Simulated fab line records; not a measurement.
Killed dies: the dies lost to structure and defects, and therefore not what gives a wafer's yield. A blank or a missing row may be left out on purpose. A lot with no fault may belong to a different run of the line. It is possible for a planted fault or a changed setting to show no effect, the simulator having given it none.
Matching of chambers | flow n5-finfet | rie-diel-04 running N5_DUMMY_GATE_ETCH_29: 4 sister chambers
The step etches underlayer in N2/H2, target depth 13 nm. 8 wafers are shown with their chamber, then 9 later ones without.

## WAFERS, EACH WITH ITS CHAMBER
wafer  | chamber | showerhead-plenum-p-Torr (Torr) | drypump-motor-current-A (A)
L076.5 | 3       | 2.71                            | 6.3
L085.3 | 3       | 2.70                            | 6.2
L086.1 | 2       | 2.54                            | 5.8
L086.3 | 1       | 2.63                            | 5.2
L086.5 | 0       | 2.42                            | 5.5
L087.1 | 0       | 2.42                            | 5.5
L087.3 | 1       | 2.63                            | 5.2
L087.6 | 2       | 2.54                            | 5.8

## WAFERS WITHOUT THEIR CHAMBER
wafer  | showerhead-plenum-p-Torr (Torr) | drypump-motor-current-A (A)
L090.1 | 2.62                            | 5.2
L090.3 | 2.70                            | 6.3
L090.5 | 2.41                            | 5.5
L091.3 | 2.62                            | 5.2
L091.5 | 2.41                            | 5.5
L091.6 | 2.62                            | 5.2
L096.1 | 2.70                            | 6.3
L096.2 | 2.53                            | 5.8
L096.5 | 2.70                            | 6.3

## THE CHAMBER EACH PASSED THROUGH
wafer  | from the rows above | in truth
L090.1 | 1                   | 1
L090.3 | 3                   | 3
L090.5 | 0                   | 0
L091.3 | 1                   | 1
L091.5 | 0                   | 0
L091.6 | 1                   | 1
L096.1 | 3                   | 3
L096.2 | 2                   | 2
L096.5 | 3                   | 3
Placed correctly: 9 of 9. Can't be placed from these rows: 0. 0 placed wrongly.
How it was worked out, from the rows above alone: a wafer's distance from a chamber is the root of the sum, over the readings, of the square of ((its reading less the chamber's mean) divided by the reading's scatter). If the next closest chamber is less than 2 further off than the closest, the wafer can't be placed; otherwise it belongs to the closest. The mean given for a chamber averages the wafers shown for that chamber. The scatter: take each reading less its chamber's mean, square it, sum over the shown wafers, divide by the number of wafers less the number of chambers, and take the root.
